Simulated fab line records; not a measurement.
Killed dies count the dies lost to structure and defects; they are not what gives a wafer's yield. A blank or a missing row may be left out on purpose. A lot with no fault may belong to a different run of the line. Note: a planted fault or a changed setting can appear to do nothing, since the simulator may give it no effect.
Which tool was responsible? / flow nand_harc / at 1 step of a route of 1159, 24 lots with 72 wafers sampled

== WHAT THE GAUGES READ, wafer by wafer ==
NHARC_P_M2_CD_MEAS_16. Usual: 170.6 nm for cd_nm, sd 0.92.
lot=L074; measured=day 6 05:32; on=cd_sem-02; cd_nm (nm)=169.7 170.9 170.2; flag=
lot=L075; measured=day 6 14:43; on=cd_sem-01; cd_nm (nm)=171.6 168.4 171.2; flag=
lot=L076; measured=day 6 14:52; on=cd_sem-03; cd_nm (nm)=171.0 171.4 171.2; flag=
lot=L077; measured=day 7 06:38; on=cd_sem-03; cd_nm (nm)=170.5 169.7 169.3; flag=
lot=L078; measured=day 7 07:15; on=cd_sem-02; cd_nm (nm)=170.2 170.7 169.5; flag=
lot=L079; measured=day 7 12:52; on=cd_sem-01; cd_nm (nm)=170.0 170.4 170.3; flag=
lot=L080; measured=day 7 20:31; on=cd_sem-01; cd_nm (nm)=171.3 169.7 172.5; flag=
lot=L082; measured=day 8 01:26; on=cd_sem-02; cd_nm (nm)=169.7 169.5 171.0; flag=
lot=L081; measured=day 8 09:04; on=cd_sem-01; cd_nm (nm)=169.7 170.6 171.2; flag=
lot=L083; measured=day 8 14:25; on=cd_sem-03; cd_nm (nm)=170.1 169.7 171.1; flag=
lot=L084; measured=day 8 20:06; on=cd_sem-02; cd_nm (nm)=170.3 170.8 170.5; flag=
lot=L085; measured=day 9 08:09; on=cd_sem-01; cd_nm (nm)=170.0 170.6 169.7; flag=
lot=L087; measured=day 9 09:19; on=cd_sem-01; cd_nm (nm)=169.4 170.4 171.0; flag=
lot=L086; measured=day 9 09:28; on=cd_sem-01; cd_nm (nm)=170.6 170.3 172.8; flag=
lot=L088; measured=day 9 23:15; on=cd_sem-01; cd_nm (nm)=172.2 171.8 171.2; flag=
lot=L089; measured=day 10 00:19; on=cd_sem-01; cd_nm (nm)=171.1 171.4 171.8; flag=
lot=L090; measured=day 10 09:08; on=cd_sem-03; cd_nm (nm)=170.0 170.5 170.8; flag=
lot=L091; measured=day 10 14:52; on=cd_sem-02; cd_nm (nm)=172.0 170.8 171.0; flag=
lot=L094; measured=day 10 22:37; on=cd_sem-02; cd_nm (nm)=170.5 171.6 170.4; flag=
lot=L093; measured=day 11 08:01; on=cd_sem-02; cd_nm (nm)=170.2 169.0 171.5; flag=
lot=L092; measured=day 11 08:46; on=cd_sem-02; cd_nm (nm)=170.3 169.6 170.4; flag=
lot=L095; measured=day 11 10:21; on=cd_sem-03; cd_nm (nm)=169.6 169.6 169.9; flag=
lot=L096; measured=day 11 16:14; on=cd_sem-03; cd_nm (nm)=170.3 171.1 171.0; flag=
lot=L097; measured=day 12 00:07; on=cd_sem-02; cd_nm (nm)=172.9 171.7 172.1; flag=

== WHAT TOOL EACH LOT RAN ON (gives the tool, then ch and the chambers of the sampled wafers, and finally the start) ==
The record holds no process step before these readings.

== AS READ BY THE TOOLS THEMSELVES (means over the sampled wafers that have a number; for cases with no such wafer, the mark the record gives instead) ==
The record holds no such reading with a usual standard deviation.

== THE ANSWER, worked out from the rows above alone ==
Rule: a lot is off if the mean of its wafers that have a number lies more than 3 standard deviations from the usual mean. Also off: a lot with no number at a reading for which 4 or more lots have one. Where the step has rows for the other lots, those lots are counted as sound. After the gauges, taken in route order, come the tools' own readings; for these a lot's mean is taken, as printed above. At the first step where some lot is off, the reading lying furthest off is the one used; lots without a number count as furthest.
None of the lots is off at any reading shown; this tells nothing.

== WHAT THE SIMULATOR HAD PUT IN ==
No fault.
